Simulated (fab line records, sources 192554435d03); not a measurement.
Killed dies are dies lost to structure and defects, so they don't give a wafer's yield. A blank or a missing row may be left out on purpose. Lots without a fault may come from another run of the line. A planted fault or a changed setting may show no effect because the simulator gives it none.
Which tool did it? | flow n5_finfet | 8 lots, 24 wafers sampled, at 7 steps of a route of 1938

WHAT THE GAUGES READ, wafer by wafer
N5_MOL_CONTACT_COAG_THK_MEAS_29.
lot  | measured     | on            | MD_CAP_THK (nm)
L780 | day 5 16:30  | film_metro-01 | 17.89 18.08 17.94
L785 | day 6 18:08  | film_metro-01 | 17.88 17.86 17.88
L787 | day 7 08:47  | film_metro-02 | 18.00 17.99 17.84
L788 | day 7 18:38  | film_metro-02 | 18.16 17.96 18.00
L789 | day 7 23:26  | film_metro-02 | 17.82 17.88 17.82
L793 | day 9 00:16  | film_metro-01 | 18.68 18.76 18.81
L794 | day 9 04:39  | film_metro-02 | 18.66 18.79 18.70
L801 | day 10 21:46 | film_metro-02 | 17.92 17.98 18.07

N5_BEOL_M4_RC_MEAS_101.
lot  | measured     | on        | DIBL_N (mV/V)  | DIBL_P (mV/V)  | IOFF_N (nA/um)    | IOFF_P (nA/um) | ION_N (uA/um) | ION_P (uA/um) | SS_N (mV/dec)  | SS_P (mV/dec)  | VT_N (mV)   | VT_P (mV)
L780 | day 8 23:57  | prober-01 | 36.7 37.7 35.7 | 38.9 40.2 37.7 | 0.176 0.201 0.146 | 0.28 0.32 0.26 | 693 682 673   | 472 477 470   | 71.4 72.1 71.0 | 74.1 74.1 73.2 | 250 246 252 | -243 -240 -244
L785 | day 9 15:46  | prober-01 | 33.7 33.4 31.5 | 33.4 32.9 30.3 | 0.121 0.111 0.091 | 0.17 0.15 0.13 | 658 653 647   | 458 450 445   | 70.6 70.4 70.2 | 72.8 72.2 72.0 | 253 254 256 | -255 -253 -257
L787 | day 10 08:57 | prober-01 | 35.2 35.3 36.4 | 35.2 35.7 37.6 | 0.136 0.153 0.168 | 0.18 0.20 0.22 | 671 688 688   | 462 468 469   | 71.4 70.8 71.9 | 73.4 72.8 72.6 | 250 249 246 | -252 -249 -248
L788 | day 11 00:27 | prober-01 | 36.1 35.8 35.7 | 38.3 37.3 36.3 | 0.179 0.177 0.165 | 0.27 0.27 0.23 | 676 675 670   | 469 474 467   | 71.6 71.6 71.9 | 74.0 74.0 72.8 | 250 247 248 | -243 -244 -248
L789 | day 11 05:25 | prober-01 | 35.2 37.1 36.0 | 36.0 39.2 37.5 | 0.160 0.186 0.160 | 0.18 0.24 0.22 | 670 670 675   | 455 452 460   | 71.9 71.4 71.9 | 73.3 74.0 73.7 | 251 246 249 | -252 -250 -251
L793 | day 12 04:37 | prober-01 | 35.8 36.1 36.9 | 36.5 37.6 37.6 | 0.149 0.159 0.176 | 0.22 0.25 0.23 | 669 666 691   | 465 470 473   | 71.6 71.6 72.4 | 73.4 73.5 73.8 | 252 251 251 | -251 -246 -249
L794 | day 12 05:17 | prober-02 | 35.6 37.7 36.3 | 34.1 36.3 34.5 | 0.139 0.164 0.134 | 0.19 0.22 0.19 | 669 667 669   | 461 461 459   | 71.6 71.1 71.4 | 73.0 73.8 73.2 | 252 252 251 | -252 -251 -249
L801 | day 13 18:08 | prober-01 | 38.3 34.6 35.0 | 36.3 32.5 33.8 | 0.182 0.124 0.136 | 0.21 0.17 0.18 | 675 668 665   | 454 456 461   | 71.5 71.3 71.1 | 73.9 72.6 73.1 | 248 254 249 | -251 -253 -253

WHICH TOOL RAN EACH LOT (tool, then ch and the chambers of the sampled wafers, then the start)
lot  | N5_MOL_CONTACT_COAG_ETCH_59        | N5_MOL_CONTACT_COAG_ALD_20          | N5_MOL_CONTACT_COAG_SPUTTER_130 | N5_MOL_CONTACT_COAG_CMP_23   | N5_MOL_CONTACT_COAG_ETCH_47
L780 | rie_diel-05 ch 0,2,3, day 5 06:09  | ald_metal-03 ch 0,3, day 5 07:08    | pvd_sputter-01, day 5 13:38     | cmp-02 ch 0,3, day 5 13:49   | rie_diel-01 ch 0,1, day 5 18:36
L785 | rie_diel-06 ch 1,2, day 6 09:11    | ald_metal-01 ch 2,3, day 6 11:23    | pvd_sputter-03, day 6 15:16     | cmp-02 ch 0,1,2, day 6 15:27 | rie_diel-05 ch 0,1,2, day 6 20:34
L787 | rie_diel-01 ch 0,2,3, day 6 23:20  | ald_metal-02 ch 1,2, day 7 02:13    | pvd_sputter-01, day 7 05:52     | cmp-03 ch 0,2, day 7 06:05   | rie_diel-05 ch 1,2, day 7 10:46
L788 | rie_diel-05 ch 1,2, day 7 08:49    | ald_metal-03 ch 0,1,2, day 7 10:09  | pvd_sputter-02, day 7 15:15     | cmp-03 ch 0,2,3, day 7 15:33 | rie_diel-05 ch 0,1,2, day 7 20:32
L789 | rie_diel-06 ch 0,1,3, day 7 11:38  | ald_metal-02 ch 0,2,3, day 7 14:57  | pvd_sputter-01, day 7 19:45     | cmp-02 ch 1,2,3, day 7 19:57 | rie_diel-01 ch 0,1,3, day 8 01:10
L793 | rie_diel-01 ch 0,1,3, day 8 13:01  | ald_metal-02 ch 0,1,2, day 8 14:10  | pvd_sputter-02, day 8 20:05     | cmp-02 ch 1,2,3, day 8 20:19 | rie_diel-06 ch 1,2,3, day 9 02:19
L794 | rie_diel-06 ch 0,3, day 8 20:24    | ald_metal-02 ch 1,2, day 8 21:21    | pvd_sputter-01, day 9 01:47     | cmp-02 ch 0,1,2, day 9 02:05 | rie_diel-05 ch 0,3, day 9 07:16
L801 | rie_diel-06 ch 0,1,2, day 10 13:10 | ald_metal-01 ch 1,2,3, day 10 14:10 | pvd_sputter-01, day 10 18:54    | cmp-04 ch 1,2, day 10 19:08  | rie_diel-05 ch 0,1,2, day 11 00:20
- N5_MOL_CONTACT_COAG_ETCH_59: etches underlayer in N2/H2, target depth 13 nm, time 10.4 s.
- N5_MOL_CONTACT_COAG_ALD_20: deposits TiN, target thk 1.5 nm, pulse time 1 s, purge time 3 s.
- N5_MOL_CONTACT_COAG_SPUTTER_130: material Co, target thk 47.5 nm.
- N5_MOL_CONTACT_COAG_CMP_23: polishes, stops on SiO2, t overpolish 1.5 s, target thk 0 nm.
- N5_MOL_CONTACT_COAG_ETCH_47: etches SiNx in CH3F/O2, stops on W, target depth 27 nm.

WHAT THE TOOLS THEMSELVES READ (means of the sampled wafers that have a number; where no wafer has one, the mark that the record gives instead)
N5_MOL_CONTACT_COAG_ETCH_59.
lot  | tool        | drypump_motor_current_A (A) | etch_rf_on_time_s (s) | oes_product_au (a.u.) | rf_vpp_V (V) | showerhead_plenum_p_Torr (Torr) | throttle_valve_pct (%)
L780 | rie_diel-05 | 5.8                         | 10.29                 | 0.66                  | 525.3        | 2.62                            | 17.81
L785 | rie_diel-06 | 5.7                         | 10.52                 | 0.63                  | 524.9        | 2.56                            | 17.68
L787 | rie_diel-01 | 5.5                         | 10.34                 | 0.66                  | 524.1        | 2.57                            | 17.97
L788 | rie_diel-05 | 5.6                         | 10.37                 | 0.66                  | 527.9        | 2.66                            | 18.03
L789 | rie_diel-06 | 5.3                         | 10.36                 | 0.67                  | 524.1        | 2.52                            | 17.80
L793 | rie_diel-01 | 5.4                         | 10.26                 | 0.71                  | 523.3        | 2.52                            | 17.87
L794 | rie_diel-06 | 5.2                         | 10.30                 | 0.69                  | 523.1        | 2.50                            | 17.89
L801 | rie_diel-06 | 5.6                         | 10.47                 | 0.64                  | 525.1        | 2.54                            | 17.79

N5_MOL_CONTACT_COAG_ALD_20.
lot  | tool         | heater_power_w (W) | precursor_pulse_height_rel
L780 | ald_metal-03 | 814                | 1.001
L785 | ald_metal-01 | 973                | 1.006
L787 | ald_metal-02 | 902                | 0.984
L788 | ald_metal-03 | 870                | 1.002
L789 | ald_metal-02 | 953                | 1.004
L793 | ald_metal-02 | 916                | 1.011
L794 | ald_metal-02 | 892                | 0.984
L801 | ald_metal-01 | 908                | 0.988

N5_MOL_CONTACT_COAG_SPUTTER_130.
lot  | tool           | throttle_valve_pct (%)
L780 | pvd_sputter-01 | 29.0
L785 | pvd_sputter-03 | 29.3
L787 | pvd_sputter-01 | 29.2
L788 | pvd_sputter-02 | 30.8
L789 | pvd_sputter-01 | 29.1
L793 | pvd_sputter-02 | 30.9
L794 | pvd_sputter-01 | 29.9
L801 | pvd_sputter-01 | 29.2

N5_MOL_CONTACT_COAG_CMP_23.
lot  | tool   | head_pressure_psi (psi) | motor_current_A (A) | overpolish_run_s (s) | pad_life_wafers | time_to_endpoint_s (s)
L780 | cmp-02 | 2.001                   | 7.9                 | 1.491                | 414             | 13.2
L785 | cmp-02 | 1.999                   | 7.8                 | 1.507                | 620             | 12.0
L787 | cmp-03 | 2.005                   | 8.3                 | 1.502                | 1460            | 9.4
L788 | cmp-03 | 1.999                   | 8.3                 | 1.508                | 1539            | 7.4
L789 | cmp-02 | 2.000                   | 8.2                 | 1.494                | 841             | 10.3
L793 | cmp-02 | 1.312                   | 6.6                 | 1.505                | 1034            | 14.6
L794 | cmp-02 | 1.319                   | 6.4                 | 1.500                | 1071            | 15.3
L801 | cmp-04 | 2.000                   | 6.8                 | 1.509                | 770             | 8.3

N5_MOL_CONTACT_COAG_ETCH_47.
lot  | tool        | drypump_motor_current_A (A) | etch_rf_on_time_s (s) | oes_product_au (a.u.) | rf_vpp_V (V) | showerhead_plenum_p_Torr (Torr) | throttle_valve_pct (%)
L780 | rie_diel-01 | 5.4                         | 31.4                  | 0.72                  | 303          | 1.96                            | 16.42
L785 | rie_diel-05 | 5.8                         | 31.1                  | 0.66                  | 304          | 2.06                            | 16.51
L787 | rie_diel-05 | 5.3                         | 31.4                  | 0.65                  | 307          | 2.09                            | 16.62
L788 | rie_diel-05 | 5.8                         | 31.4                  | 0.65                  | 304          | 2.05                            | 16.52
L789 | rie_diel-01 | 5.4                         | 30.8                  | 0.76                  | 302          | 1.99                            | 16.45
L793 | rie_diel-06 | 5.9                         | 32.9                  | 0.65                  | 298          | 2.02                            | 16.48
L794 | rie_diel-05 | 6.0                         | 32.6                  | 0.70                  | 297          | 2.07                            | 16.14
L801 | rie_diel-05 | 5.8                         | 31.3                  | 0.73                  | 304          | 2.05                            | 16.43

THE ANSWER, worked out from the rows above alone
Rule: what is usual is taken from the lots themselves. Put in order of their means at a reading, lots are off if they are a third of the lots or fewer, leave a main group of 4 or more, and stand apart from it by a gap of 3 or more times the standard deviation of the main group's means; of several such gaps the widest counts. A main group whose means are all the same, to the digits that the tables above print for the reading, isn't used. A lot without any number at a reading at which 4 lots or more have one is off too. The other lots that the step has rows for count as sound. The gauges are gone through in route order, then the tools' own readings, and for those a lot's mean is taken as printed above. The first step at which some lot is off is used, and at that step the reading that is off furthest; a lot without a number counts as furthest.
Off: L793, L794, at N5_MOL_CONTACT_COAG_THK_MEAS_29 (MD_CAP_THK). The main group: mean 17.94 nm, standard deviation 0.068.
A tool fits if, at a process step before that reading, it ran every lot that is off, and no sound lot after the first of them. The gauges at N5_MOL_CONTACT_COAG_THK_MEAS_29 aren't tried: what is off there is off at N5_MOL_CONTACT_COAG_CMP_23 too, on other tools, and a gauge's error can't cause that. Can't be told from this: 2 tools fit, ald_metal-02 at N5_MOL_CONTACT_COAG_ALD_20, cmp-02 at N5_MOL_CONTACT_COAG_CMP_23.

WHAT THE SIMULATOR HAD PUT IN
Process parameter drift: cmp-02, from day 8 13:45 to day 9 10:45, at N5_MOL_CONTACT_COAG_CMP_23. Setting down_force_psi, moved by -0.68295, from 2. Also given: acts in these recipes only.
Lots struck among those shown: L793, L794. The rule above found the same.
